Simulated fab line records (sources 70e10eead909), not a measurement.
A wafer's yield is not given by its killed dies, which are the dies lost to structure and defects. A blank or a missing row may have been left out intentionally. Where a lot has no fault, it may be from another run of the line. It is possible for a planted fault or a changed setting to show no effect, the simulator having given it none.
Which of the tools did it? ; flow nand_harc ; 11 lots with 32 wafers sampled at 6 steps, on a route of 1302 steps

## WHAT THE GAUGES SHOWED, per wafer
NHARC_P_M1_CD_MEAS_09 targets a cd of 130 nm.
lot;measured;on;cd_nm (nm)
L130;day 7 03:17;cd_sem-03;129.3 128.4 129.7
L129;day 7 03:35;cd_sem-03;130.1 130.4 131.8
L132;day 7 19:59;cd_sem-02;129.4 128.5 130.0
L135;day 9 09:04;cd_sem-03;130.8 129.6 130.2
L137;day 10 03:58;cd_sem-02;129.5 130.2 129.3
L138;day 10 12:46;cd_sem-01;129.9 128.6 129.5
L143;day 12 05:32;cd_sem-01;122.7 123.3
L145;day 13 06:51;cd_sem-02;124.2 123.3 129.8
L149;day 14 23:34;cd_sem-02;128.8 130.1 129.4
L150;day 15 20:17;cd_sem-02;128.4 128.6 129.1
L151;day 15 22:13;cd_sem-01;129.9 129.9 129.5

NHARC_END_SORT_01.
lot;measured;on;defect_limited_yield (%);killed_at_array;killed_at_other;killed_at_periphery;killed_dies;killed_open;killed_short;sort_bin_2_pct (%);sort_bin_3_pct (%);sort_bin_4_pct (%);sort_n_pass;sort_rim_yield_pct (%);sort_yield_pct (%)
L129;day 25 05:59;prober-02;87.4 83.9 85.2;83 104 97;2 2 0;0 3 3;85 109 100;3 2 4;1 5 4;4.9 6.1 7.4;1.5 1.0 1.0;6.2 9.0 6.4;592 568 577;98 90 95;87.4 83.9 85.2
L137;day 28 04:58;prober-01;93.6 96.3 93.9;38 16 32;1 3 7;4 6 2;43 25 41;3 0 2;0 2 2;1.8 0.7 2.4;0.6 0 0;4.0 3.0 3.7;634 652 636;97 93 92;93.6 96.3 93.9
L143;day 30 01:29;prober-01;91.0 90.7;53 53;3 3;5 7;61 63;2 3;2 1;4.6 3.2;0.9 0.4;3.5 5.6;616 614;93 86;91.0 90.7
L145;day 30 19:23;prober-01;94.4 91.7 93.6;29 52 40;4 1 2;5 3 1;38 56 43;2 9 4;5 4 4;2.4 2.5 1.9;0.4 0.3 0.1;2.8 5.5 4.3;639 621 634;87 91 87;94.4 91.7 93.6
L151;day 33 15:07;prober-02;95.9 88.3 91.3;26 67 55;1 6 0;1 6 4;28 79 59;0 8 6;2 1 5;1.0 3.2 3.0;0.6 0.7 0.9;2.5 7.7 4.9;649 598 618;90 86 87;95.9 88.3 91.3

## TOOL THAT RAN EACH LOT (tool first, then ch and the chambers of the sampled wafers, then the start)
lot;NHARC_P_M0_PVD_20;NHARC_P_M0_PRE_CLEAN_31;NHARC_P_M1_PEB_07;NHARC_P_M1_DESCUM_14
L130;pvd_sputter-03, day 7 01:57 or earlier;pecvd-02 ch 0,1,2, day 7 01:57;litho_track-04 ch 0, day 7 03:12;rie_diel-01 ch 0,3, day 7 03:28
L129;pvd_sputter-01, day 7 02:17 or earlier;pecvd-03 ch 1,2, day 7 02:17;litho_track-06 ch 0, day 7 03:30;rie_diel-02 ch 2,3, day 7 03:46
L132;pvd_sputter-03, day 7 18:41 or earlier;pecvd-02 ch 0,2, day 7 18:41;litho_track-04 ch 0, day 7 19:55;rie_diel-01 ch 1,3, day 7 20:12
L135;pvd_sputter-02, day 9 07:44 or earlier;pecvd-02 ch 1,2, day 9 07:44;litho_track-06 ch 0, day 9 08:59;rie_diel-01 ch 0,1, day 9 09:14
L137;pvd_sputter-01, day 10 02:46 or earlier;pecvd-01 ch 0,2, day 10 02:46;litho_track-06 ch 0, day 10 03:53;rie_diel-06 ch 2,3, day 10 04:09
L138;pvd_sputter-02, day 10 11:34 or earlier;pecvd-03 ch 1,2, day 10 11:34;litho_track-01 ch 0, day 10 12:41;rie_diel-01 ch 0,1,2, day 10 12:58
L143;pvd_sputter-03, day 12 04:22 or earlier;pecvd-02 ch 0,2, day 12 04:22;litho_track-06 ch 0, day 12 05:27;rie_diel-01 ch 0,3, day 12 05:44
L145;pvd_sputter-01, day 13 05:38 or earlier;pecvd-02 ch 1,2, day 13 05:38;litho_track-06 ch 0, day 13 06:46;rie_diel-06 ch 0,2,3, day 13 07:02
L149;pvd_sputter-02, day 14 22:23 or earlier;pecvd-02 ch 0,1, day 14 22:23;litho_track-04 ch 0, day 14 23:29;rie_diel-01 ch 0,1,2, day 14 23:44
L150;pvd_sputter-02, day 15 18:50 or earlier;pecvd-02 ch 0,2, day 15 18:50;litho_track-01 ch 0, day 15 20:13;rie_diel-01 ch 0,2, day 15 20:31
L151;pvd_sputter-01, day 15 20:54 or earlier;pecvd-02 ch 0,2, day 15 20:54;litho_track-04 ch 0, day 15 22:08;rie_diel-06 ch 1,2,3, day 15 22:25
- NHARC_P_M0_PVD_20: deposits TaN, target thk 5 nm, time 8.06 s.
- NHARC_P_M0_PRE_CLEAN_31: time 12 s.
- NHARC_P_M1_PEB_07: peb time 65 s.
- NHARC_P_M1_DESCUM_14: chemistry O2, time 3 s.

## WHAT THE TOOLS THEMSELVES READ (means of the sampled wafers that have a number; where no wafer has one, the mark that the record gives instead)
NHARC_P_M0_PVD_20.
lot;tool;substrate_temp_c (C);throttle_valve_pct (%)
L130;pvd_sputter-03;49.89;31.6
L129;pvd_sputter-01;50.06;29.7
L132;pvd_sputter-03;50.03;31.4
L135;pvd_sputter-02;49.84;30.4
L137;pvd_sputter-01;49.86;30.5
L138;pvd_sputter-02;49.93;29.0
L143;pvd_sputter-03;50.00;28.6
L145;pvd_sputter-01;50.00;30.1
L149;pvd_sputter-02;49.88;30.2
L150;pvd_sputter-02;50.04;29.7
L151;pvd_sputter-01;50.05;30.5

NHARC_P_M0_PRE_CLEAN_31.
lot;tool;heater_power_w (W);rf_fwd_power_W (W)
L130;pecvd-02;597;292.4
L129;pecvd-03;507;292.3
L132;pecvd-02;578;292.5
L135;pecvd-02;622;292.0
L137;pecvd-01;571;293.4
L138;pecvd-03;545;292.6
L143;pecvd-02;544;292.8
L145;pecvd-02;568;291.9
L149;pecvd-02;597;292.9
L150;pecvd-02;498;293.2
L151;pecvd-02;527;292.6

NHARC_P_M1_PEB_07.
lot;tool;heater_power_total_W (W)
L130;litho_track-04;156.2
L129;litho_track-06;157.0
L132;litho_track-04;156.3
L135;litho_track-06;156.8
L137;litho_track-06;156.4
L138;litho_track-01;156.7
L143;litho_track-06;175.1
L145;litho_track-06;169.5
L149;litho_track-04;156.3
L150;litho_track-01;156.4
L151;litho_track-04;156.6

NHARC_P_M1_DESCUM_14.
lot;tool;drypump_motor_current_A (A);o2_flow_sccm (sccm);oes_product_au (a.u.);rf_vpp_V (V);showerhead_plenum_p_Torr (Torr);throttle_valve_pct (%)
L130;rie_diel-01;5.9;199.9;1.008;58.2;1.91;11.311
L129;rie_diel-02;5.7;200.1;0.996;56.3;1.80;11.310
L132;rie_diel-01;6.3;200.1;0.991;58.5;1.97;11.312
L135;rie_diel-01;6.0;200.3;1.000;57.9;1.85;11.314
L137;rie_diel-06;5.8;200.3;0.988;58.0;1.92;11.314
L138;rie_diel-01;5.7;199.8;1.004;57.4;1.86;11.314
L143;rie_diel-01;6.0;200.2;1.018;59.0;1.94;11.316
L145;rie_diel-06;5.9;199.6;0.995;57.6;1.93;11.309
L149;rie_diel-01;5.7;199.8;0.998;57.1;1.85;11.308
L150;rie_diel-01;5.2;200.2;1.001;57.6;1.85;11.315
L151;rie_diel-06;5.9;200.3;1.004;57.9;1.92;11.301

## THE ANSWER, worked out from the rows above alone
Rule: usual is defined by the lots themselves. Put in order of their means at a reading, lots are off if they are a third of the lots or fewer, leave a main group of 4 or more, and stand apart from it by a gap of 3 or more times the standard deviation of the main group's means; of several such gaps the widest counts. The tables above print the reading to a certain number of digits; a main group whose means all agree to those digits is not used. A lot without any number at a reading at which 4 lots or more have one is off too. The other lots that the step has rows for count as sound. Order of review: gauges by route order, followed by the tools' own readings, for which a lot's mean as printed above is used. The first step at which some lot is off is used, and at that step the reading that is off furthest; a lot without a number counts as furthest.
Off: L143, L145 (NHARC_P_M1_CD_MEAS_09, cd_nm). Main group: mean 129.6 nm, sd 0.57.
A tool fits if, at a process step before that reading, it ran every lot that is off, and no sound lot after the first of them. Not tried: the gauges at NHARC_P_M1_CD_MEAS_09; whatever is off there is also off at NHARC_P_M1_PEB_07, on other tools, and gauge error can't account for it. NHARC_P_M0_PVD_20: start missing for some lots; hours and lot order therefore follow NHARC_P_M0_PRE_CLEAN_31. One candidate fits, namely litho_track-06 at NHARC_P_M1_PEB_07. Its last sound lot is L137 (day 10 03:53), its first lot that is off L143 (day 12 05:27): a fault that began between those two fits.
The tool's own readings at NHARC_P_M1_PEB_07 bear it out: on the lots that are off they differ by more than 5 times the standard deviation of the sound lots' means. heater_power_total_W reads 172.3 W there against 156.5 W on the sound lots.

## WHAT THE SIMULATOR PUT IN
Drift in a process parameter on litho_track-06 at NHARC_P_M1_PEB_07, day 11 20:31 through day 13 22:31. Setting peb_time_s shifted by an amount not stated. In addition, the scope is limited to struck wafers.
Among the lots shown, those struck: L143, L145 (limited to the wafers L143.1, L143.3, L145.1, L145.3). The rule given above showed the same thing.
